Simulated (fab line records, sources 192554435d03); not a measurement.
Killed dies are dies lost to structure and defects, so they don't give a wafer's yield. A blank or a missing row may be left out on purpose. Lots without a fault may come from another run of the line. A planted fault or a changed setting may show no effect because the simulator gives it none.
fab line records | flow n5_finfet | part 2 of 2: steps 14 to 24 of 24
record lots=5 wafers=15 last_day=15
route steps=1938 shown BEOL_M1@788
lots that met no fault: from a run of the same line without faults
start_h: hours from the record's first day to the start of the lot's first wafer shown | wait_h: hours since the lot's step before | " the same as in the row above | L1.1+2: a row that stands for several wafers | - no value, or no start given | * or withheld: withheld | < > ~ a bound
route shown NAME@n: a module of which the file shows steps, and the number in the route of the first | usual: mean/standard deviation of fault-free wafers | same: alike in all rows | chamber/n: place in a boat | sites: the reading at each site | _std_site: their standard deviation | _edge_site: outer sites' mean less inner sites' | radius_mm: how far each site lies from the wafer's centre | mask NAME#n: copy n | behind: the tool/chamber that last shaped the wafer | hold: why the lot was held/for how many hours/how that ended | device: the transistor (n, p or np) that didn't switch | end of line: the same wafers' tests at the end of the route | a step without rows: its recipe alone | killed: dies lost to structure and defects at the first sort, not the wafer's yield | map: a wafer's dies, x killed, . not, _ none there
set.NAME: the setting as run; set.NAME@STEP: as run at that earlier step | model.NAME: the simulator's own value behind a step, which no gauge read
lots at some steps of the route; a table a step, a row a wafer
services: from which hour (start_h, from the record's first day; less than 0 if before it) a tool's chamber was out of use, for how many hours, and why
## steps
# step N5_BEOL_M1_ETCH_41
# recipe chemistry=CH3F/O2 target=SiCN target_depth_a=319 taper_deg=2 time_s=57.8 ion_energy_ev=120 mask_material=TiN pressure_mtorr=30 source_w=395 bias_w=75 Ar_flow_sccm=150 CH3F_flow_sccm=30 O2_flow_sccm=20
# usual CH3F_flow_sccm=30.00/0.089 bias_w=74.97/0.22 drypump_motor_current_A=5.8/0.5 mfc_ar_sccm=150.0/0.5 oes_product_au=0.81/0.095 rf_vpp_V=297.4/1.5 showerhead_plenum_p_Torr=2.00/0.058 throttle_valve_pct=16.2/0.31
# columns lot.wafer tool chamber start_h wait_h CH3F_flow_sccm bias_w drypump_motor_current_A mfc_ar_sccm oes_product_au rf_hours_counter_h rf_vpp_V showerhead_plenum_p_Torr throttle_valve_pct
L077.2 rie_diel-03 3 - - 30.03 74.71 6.7 151.0 0.95 8 299.0 2.06 16.0
L077.3 " 0 " " 29.99 75.15 4.9 150.2 0.80 125 297.9 2.01 16.1
L077.4 " 2 " " 30.00 74.76 5.8 149.5 0.75 - 297.1 2.01 16.2
L078.2 rie_diel-02 1 - - 30.04 74.79 5.2 149.5 0.71 208 295.2 1.92 16.8
L078.4 " 2 " " 29.92 75.04 6.4 149.3 0.68 248 296.1 1.96 16.7
L078.5 " 1 " " 29.92 75.13 5.2 149.8 0.71 - 296.2 1.92 16.7
L079.1 rie_diel-01 0 - - 29.94 74.66 6.4 149.6 0.82 96 297.3 2.01 16.0
L079.2 " 3 " " 30.07 75.23 5.4 149.5 0.68 249 297.3 1.97 16.4
L079.5 " 0 " " 30.05 74.70 6.4 149.5 0.82 - 297.3 2.01 16.0
L080.1 rie_diel-01 3 - - 30.06 75.16 5.4 149.7 0.69 250 296.5 1.97 16.4
L080.2 " 0 " " 30.01 75.14 6.4 149.8 0.82 97 298.0 2.01 16.0
L080.6 " 1 " " 30.02 74.89 5.7 149.2 0.92 - 300.1 2.12 15.7
L088.2 rie_diel-03 2 - - 29.92 74.95 5.8 149.7 0.73 159 297.3 2.01 16.2
L088.3 " 3 " " 30.03 75.23 6.6 149.7 0.88 39 296.9 2.05 16.1
L088.5 " 2 " " 29.92 75.15 5.8 149.8 0.73 - 298.1 2.01 16.2
# step N5_BEOL_M1_STRIP_97
# recipe chemistry=N2/H2 time_s=10 power_w=450 temp_c=40 pressure_mtorr=20 rf_frequency_hz=6e+07 bias_power_w=7 n2_flow_sccm=200 h2_flow_sccm=200
# usual drypump_motor_current_A=5.9/0.51 oes_product_au=0.81/0.094 rf_vpp_V=59.0/0.8 showerhead_plenum_p_Torr=2.54/0.084 throttle_valve_pct=23.5/0.32
# columns lot.wafer tool chamber start_h wait_h drypump_motor_current_A oes_product_au rf_hours_counter_h rf_vpp_V showerhead_plenum_p_Torr throttle_valve_pct
L077.2 rie_diel-03 3 - - 6.7 0.95 8 60.6 2.60 23.3
L077.3 " 0 " " 4.9 0.79 125 59.4 2.54 23.4
L077.4 " 2 " " 5.8 0.75 - 59.3 2.55 23.5
L078.2 rie_diel-02 1 - - 5.2 0.71 208 60.1 2.41 24.0
L078.4 " 2 " " 6.4 0.67 248 58.7 2.49 23.8
L078.5 " 1 " " 5.2 0.71 - 59.5 2.41 24.0
L079.1 rie_diel-01 0 - - 6.5 0.83 96 58.8 2.56 23.3
L079.2 " 3 " " 5.4 0.68 249 58.4 2.48 23.3
L079.5 " 0 " " 6.4 0.83 - 59.4 2.56 23.3
L080.1 rie_diel-01 3 - - 5.4 0.69 250 57.8 2.48 23.3
L080.2 " 0 " " 6.5 0.83 97 60.0 2.56 23.3
L080.6 " 1 " " 5.8 0.90 - 57.8 2.70 23.2
L088.2 rie_diel-03 2 - - 5.8 0.73 159 60.5 2.54 23.5
L088.3 " 3 " " 6.6 0.87 39 59.3 2.58 23.4
L088.5 " 2 " " 5.7 0.73 - 59.8 2.54 23.5
# step N5_BEOL_M1_OCD_MEAS_38
# usual trench_depth_nm=55.4/1.1
# columns lot.wafer tool chamber start_h wait_h trench_depth_nm
L077.2 ocd-01 - 144.15 - 57.0
L077.3 " - " " 54.9
L077.4 " - " " 54.8
L078.2 ocd-02 - 147.30 - 53.9
L078.4 " - " " 52.8
L078.5 " - " " 53.9
L079.1 ocd-01 - 161.31 - 55.7
L079.2 " - " " 56.3
L079.5 " - " " 55.6
L080.1 ocd-02 - 171.54 - 55.5
L080.2 " - " " 55.1
L080.6 " - " " 55.9
L088.2 ocd-02 - 235.10 - 54.8
L088.3 " - " " 56.0
L088.5 " - " " 54.6
# step N5_BEOL_M1_HM_STRIP_39
# recipe chemistry=peroxide_tin_strip material=TiN target_depth_a=250 temp_c=50 time_s=158
# columns lot.wafer tool chamber start_h wait_h
L077.2+3+4 wet_bench-04 3,0,4 144.18 0.0
L078.2+4+5 wet_bench-05 5,6,1 147.33 0.0
L079.1+2+5 wet_bench-05 0,1,4 161.34 0.0
L080.1+2+6 wet_bench-05 2,7,1 171.58 0.0
L088.2+3+5 wet_bench-06 1,3,2 235.13 0.0
# step N5_BEOL_M1_SRD_40
# recipe time_s=30 temp_c=23 rinse_liquid=diw dry=ipa_marangoni
# columns lot.wafer tool chamber start_h wait_h
L077.2+3+4 wet_bench-04 3,0,4 144.23 0.0
L078.2+4+5 wet_bench-05 5,6,1 147.38 0.0
L079.1+2+5 wet_bench-05 0,1,4 161.39 0.0
L080.1+2+6 wet_bench-05 2,7,1 171.62 0.0
L088.2+3+5 wet_bench-06 1,3,2 235.18 0.0
# step N5_BEOL_M1_PRECLEAN_42
# recipe chemistry=residue_remover time_s=60 temp_c=40
# columns lot.wafer tool chamber start_h wait_h
L077.2+3+4 wet_bench-04 3,0,4 144.25 0.0
L078.2+4+5 wet_bench-05 5,6,1 147.40 0.0
L079.1+2+5 wet_bench-05 0,1,4 161.41 0.0
L080.1+2+6 wet_bench-05 2,7,1 171.64 0.0
L088.2+3+5 wet_bench-06 1,3,2 235.20 0.0
# step N5_BEOL_M1_SRD_43
# recipe time_s=30 temp_c=23 rinse_liquid=diw dry=ipa_marangoni
# columns lot.wafer tool chamber start_h wait_h
L077.2+3+4 wet_bench-04 3,0,4 144.26 0.0
L078.2+4+5 wet_bench-05 5,6,1 147.41 0.0
L079.1+2+5 wet_bench-05 0,1,4 161.42 0.0
L080.1+2+6 wet_bench-05 2,7,1 171.66 0.0
L088.2+3+5 wet_bench-06 1,3,2 235.21 0.0
# step N5_BEOL_M1_CD_MEAS_35
# recipe target_cd_nm=18 target_cd_y_nm=21 polarity=opening
# usual cd_nm=17.9/0.37
# columns lot.wafer tool chamber start_h wait_h cd_nm
L077.2 cd_sem-01 - 144.30 0.0 18.2
L077.3 " - " " 17.4
L077.4 " - " " 17.8
L078.2 cd_sem-01 - 147.46 0.0 17.6
L078.4 " - " " 17.7
L078.5 " - " " 17.9
L079.1 cd_sem-03 - 161.46 0.0 17.5
L079.2 " - " " 17.9
L079.5 " - " " 17.2
L080.1 cd_sem-02 - 171.70 0.0 17.4
L080.2 " - " " 18.0
L080.6 " - " " 17.4
L088.2 cd_sem-03 - 235.25 0.0 17.6
L088.3 " - " " 17.6
L088.5 " - " " 18.5
# step N5_BEOL_M1_DEGAS_44
# recipe ambient=vacuum temp_c=250 time_s=60
# usual heater_power_w=333/34
# columns lot.wafer tool chamber start_h wait_h heater_power_w
L077.2 pvd_sputter-03 - 144.54 0.2 296
L077.3 " - " " 301
L077.4 " - " " 328
L078.2 pvd_sputter-03 - 147.76 0.3 301
L078.4 " - " " 301
L078.5 " - " " 300
L079.1 pvd_sputter-01 - 161.99 0.5 369
L079.2 " - " " 274
L079.5 " - " " 338
L080.1 pvd_sputter-01 - 171.88 0.2 377
L080.2 " - " " 343
L080.6 " - " " 282
L088.2 pvd_sputter-01 - 235.36 0.1 283
L088.3 " - " " 382
L088.5 " - " " 286
# step N5_BEOL_M1_PRE_CLEAN_45
# recipe gas=H2/He time_s=30 temp_c=250
# usual heater_power_w=333/34
# columns lot.wafer tool chamber start_h wait_h heater_power_w
L077.2 pvd_sputter-03 - 144.58 0.0 302
L077.3 " - " " 292
L077.4 " - " " 336
L078.2 pvd_sputter-03 - 147.80 0.0 290
L078.4 " - " " 289
L078.5 " - " " 295
L079.1 pvd_sputter-01 - 162.03 0.0 363
L079.2 " - " " 280
L079.5 " - " " 341
L080.1 pvd_sputter-01 - 171.92 0.0 379
L080.2 " - " " 347
L080.6 " - " " 281
L088.2 pvd_sputter-01 - 235.40 0.0 279
L088.3 " - " " 376
L088.5 " - " " 275
# step N5_BEOL_M1_ALD_84
# recipe material=TaN target_thk_a=* temp_c=275 ald_precursor_family=PDMAT ald_co_reactant=NH3 pressure_torr=3 carrier_flow_sccm=1500 pulse_time_s=2 purge_time_s=3 co_reactant_purge_time_s=2 co_reactant_pulse_time_s=3 ald_cycles=30 precursor_vessel_temp_c=75 precursor_vessel_pressure_torr=26.25 precursor_vessel_carrier_sccm=1000
# usual heater_power_w=420/37 mfc_carrier_sccm=1501/4.3
# columns lot.wafer tool chamber start_h wait_h heater_power_w mfc_carrier_sccm
L077.2 ald_metal-03 3 144.74 0.1 405 1501
L077.3 " 2 " " 438 1506
L077.4 " 3 " " 414 1502
L078.2 ald_metal-03 2 147.86 0.0 425 1499
L078.4 " 3 " " 409 1503
L078.5 " 1 " " 437 1494
L079.1 ald_metal-03 1 162.09 0.0 422 1507
L079.2 " 2 " " 436 1494
L079.5 " 0 " " 378 1496
L080.1 ald_metal-03 3 172.00 0.1 392 1495
L080.2 " 2 " " 448 1503
L080.6 " 3 " " 422 1497
L088.2 ald_metal-04 1 235.46 0.0 453 1507
L088.3 " 2 " " 437 1498
L088.5 " 0 " " 416 1505
## services
# columns tool chamber start_h hours kind
wet_bench-04 - 133.41 0.7 repair
ald_metal-03 1 133.61 13.1 repair
ald_sin-02 - 138.04 2.8 pm
ald_metal-03 0 139.45 19.2 repair
rie_diel-02 2 152.47 - clean
rie_diel-02 2 152.47 - consumable_replace:focus_ring
rie_diel-02 2 152.47 24.3 scheduled_down
rie_diel-02 2 152.47 24.3 vent_cycle
ald_sin-03 3 157.48 4.7 repair
ald_sin-02 - 165.12 14.6 pm
rie_diel-03 2 170.50 10.6 repair
rie_diel-01 3 172.28 - clean
rie_diel-01 3 172.28 - consumable_replace:focus_ring
rie_diel-01 3 172.28 17.3 scheduled_down
rie_diel-01 3 172.28 17.3 vent_cycle
rie_diel-02 - 186.52 0.8 repair
rie_diel-01 3 216.72 5.4 repair
rie_diel-02 - 226.79 14.6 pm
